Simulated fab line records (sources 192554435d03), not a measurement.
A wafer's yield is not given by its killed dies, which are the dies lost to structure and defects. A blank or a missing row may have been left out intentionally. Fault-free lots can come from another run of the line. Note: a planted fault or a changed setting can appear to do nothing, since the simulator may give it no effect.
Chamber matching | flow n5 finfet | N5_BEOL_M4_CO_CAP_55 on cvd co-02: 3 sister chambers
The step material Co, precursor CCTBA/H2, target thk 2 nm, time 102.1 s. 3 wafers are shown with their chamber, then 12 later ones without.

## WAFERS PAIRED WITH THEIR CHAMBERS
wafer  | chamber | heater power w (W)
L086.3 | 0       | 210
L086.4 | 2       | 224
L086.5 | 1       | 242

## WAFERS WHOSE CHAMBER IS MISSING
wafer  | heater power w (W)
L088.3 | 214
L088.5 | 237
L088.6 | 231
L093.1 | 215
L093.2 | 241
L093.4 | 234
L091.1 | 236
L091.2 | 211
L091.6 | 213
L094.2 | 234
L094.3 | 212
L094.6 | 218

## WHICH CHAMBER EACH ONE RAN IN
wafer  | from the rows above     | in truth
L088.3 | can't be placed: 0 or 2 | 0
L088.5 | can't be placed: 1 or 2 | 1
L088.6 | can't be placed: 2 or 1 | 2
L093.1 | can't be placed: 0 or 2 | 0
L093.2 | 1                       | 1
L093.4 | can't be placed: 1 or 2 | 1
L091.1 | can't be placed: 1 or 2 | 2
L091.2 | 0                       | 0
L091.6 | can't be placed: 0 or 2 | 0
L094.2 | can't be placed: 1 or 2 | 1
L094.3 | can't be placed: 0 or 2 | 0
L094.6 | can't be placed: 2 or 0 | 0
2 of 12 placed correctly. Cannot be placed on the basis of these rows: 10; the candidates contain the true chamber in 10. 0 placed wrongly.
How it was worked out, from the rows above alone: a wafer's distance from a chamber is the root of the sum, over the readings, of the square of ((its reading less the chamber's mean) divided by the reading's scatter). If the next closest chamber is less than 2 further off than the closest, the wafer can't be placed; otherwise it belongs to the closest. A chamber's mean is the mean of its shown wafers. The scatter: with one shown wafer a chamber, the root of the mean of the squares of how far each hidden wafer lies from its nearest shown one.
